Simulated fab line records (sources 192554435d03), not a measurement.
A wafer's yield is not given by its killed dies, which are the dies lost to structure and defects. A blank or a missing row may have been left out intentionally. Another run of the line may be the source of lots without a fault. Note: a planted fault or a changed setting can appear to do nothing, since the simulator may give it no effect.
Which of the tools did it? ; flow n5 finfet ; 11 lots with 33 wafers sampled at 3 steps, on a route of 1938 steps

WHAT EACH GAUGE READ, for each wafer
N5_PASSIVATION_CD_MEAS_30: target cd 4000 nm.
lot;measured;on;cd nm (nm)
L552;day 12 17:15;cd sem-02;3999.1 3997.7 3998.9
L551;day 12 13:04;cd sem-02;3999.6 3997.4 4000.2
L554;day 12 18:16;cd sem-01;4000.5 3997.0 3999.8
L555;day 13 12:02;cd sem-02;3998.7 3998.0 3999.1
L556;day 13 19:45;cd sem-03;4001.7 4000.8 3999.7
L558;day 14 14:00;cd sem-03;4002.9 4002.7 4003.4
L564;day 15 14:04;cd sem-02;3999.5 3999.9 3997.5
L563;day 15 21:43;cd sem-03;4000.7 4000.1 4000.3
L570;day 16 20:42;cd sem-01;4001.5 4002.1 4001.5
L571;day 18 10:28;cd sem-03;4000.9 4001.2 3999.7
L573;day 19 01:04;cd sem-01;4001.6 4001.7 4001.3

N5_PASSIVATION_CD_MEAS_44: target cd 40000 nm.
lot;measured;on;cd nm (nm)
L552;day 12 19:57;cd sem-02;40004 39997 39999
L551;day 12 15:22;cd sem-02;40003 39996 40003
L554;day 12 20:13;cd sem-01;39995 39996 39995
L555;day 13 13:53;cd sem-01;40004 40002 39999
L556;day 13 21:57;cd sem-03;40000 40005 40004
L558;day 14 15:44;cd sem-01;40001 39998 39999
L564;day 15 15:52;cd sem-01;40000 40001 40002
L563;day 15 23:36;cd sem-01;40004 40005 40005
L570;day 16 22:36;cd sem-01;40003 39999 39998
L571;day 18 12:25;cd sem-01;39997 40001 39998
L573;day 19 02:52;cd sem-03;40005 40001 39998

WHAT TOOL EACH LOT RAN ON (gives the tool, then ch and the chambers of the sampled wafers, and finally the start)
lot;N5_BEOL_M8_ETCH_62
L552;rie diel-05 ch 0,1,3, day 9 05:54
L551;rie diel-02 ch 1,2,3, day 9 08:58
L554;rie diel-04 ch 1,2,3, day 10 01:28
L555;rie diel-05 ch 0,3, day 10 02:04
L556;rie diel-02 ch 0,1,3, day 10 14:44
L558;rie diel-04 ch 2,3, day 11 06:46
L564;rie diel-04 ch 0,2,3, day 12 15:10
L563;rie diel-04 ch 0,2,3, day 13 03:51
L570;rie diel-04 ch 0,1,2, day 13 21:49
L571;rie diel-05 ch 0,1,2, day 15 06:44
L573;rie diel-05 ch 1,2, day 15 20:34
- N5_BEOL_M8_ETCH_62: etches SOC in N2/H2, target depth 110 nm, overetch 22 nm, time 165 s.

AS READ BY THE TOOLS THEMSELVES (means over the sampled wafers that have a number; for cases with no such wafer, the mark the record gives instead)
N5_BEOL_M8_ETCH_62.
lot;tool;drypump motor current A (A);oes product au (a.u.);rf vpp V (V);showerhead plenum p Torr (Torr);throttle valve pct (%)
L552;rie diel-05;5.5;0.74;524.1;2.56;17.77
L551;rie diel-02;5.7;0.72;525.5;2.61;17.58
L554;rie diel-04;5.9;0.63;524.1;2.56;17.81
L555;rie diel-05;5.4;0.73;525.9;2.64;17.75
L556;rie diel-02;5.6;0.69;523.8;2.53;17.68
L558;rie diel-04;6.3;0.68;524.9;2.57;17.79
L564;rie diel-04;5.8;0.71;524.0;2.52;17.54
L563;rie diel-04;5.8;0.70;523.1;2.52;17.55
L570;rie diel-04;5.4;0.74;522.5;2.51;17.48
L571;rie diel-05;6.0;0.70;521.9;2.52;17.90
L573;rie diel-05;6.3;0.72;524.3;2.56;17.94

THE ANSWER, worked out from the rows above alone
Rule: usual is defined by the lots themselves. Put in order of their means at a reading, lots are off if they are a third of the lots or fewer, leave a main group of 4 or more, and stand apart from it by a gap of 3 or more times the standard deviation of the main group's means; of several such gaps the widest counts. Not used: any main group whose means are identical at the precision the tables above print for the reading. Also off: a lot with no number at a reading for which 4 or more lots have one. All remaining lots with rows at the step are treated as sound. First the gauges in route order, then the tools' own readings, where a lot's mean is used as printed above. The first step at which some lot is off is used, and at that step the reading that is off furthest; a lot without a number counts as furthest.
Across all readings shown, no lot is off: no conclusion can be drawn from this.

WHAT THE SIMULATOR HAD PUT IN
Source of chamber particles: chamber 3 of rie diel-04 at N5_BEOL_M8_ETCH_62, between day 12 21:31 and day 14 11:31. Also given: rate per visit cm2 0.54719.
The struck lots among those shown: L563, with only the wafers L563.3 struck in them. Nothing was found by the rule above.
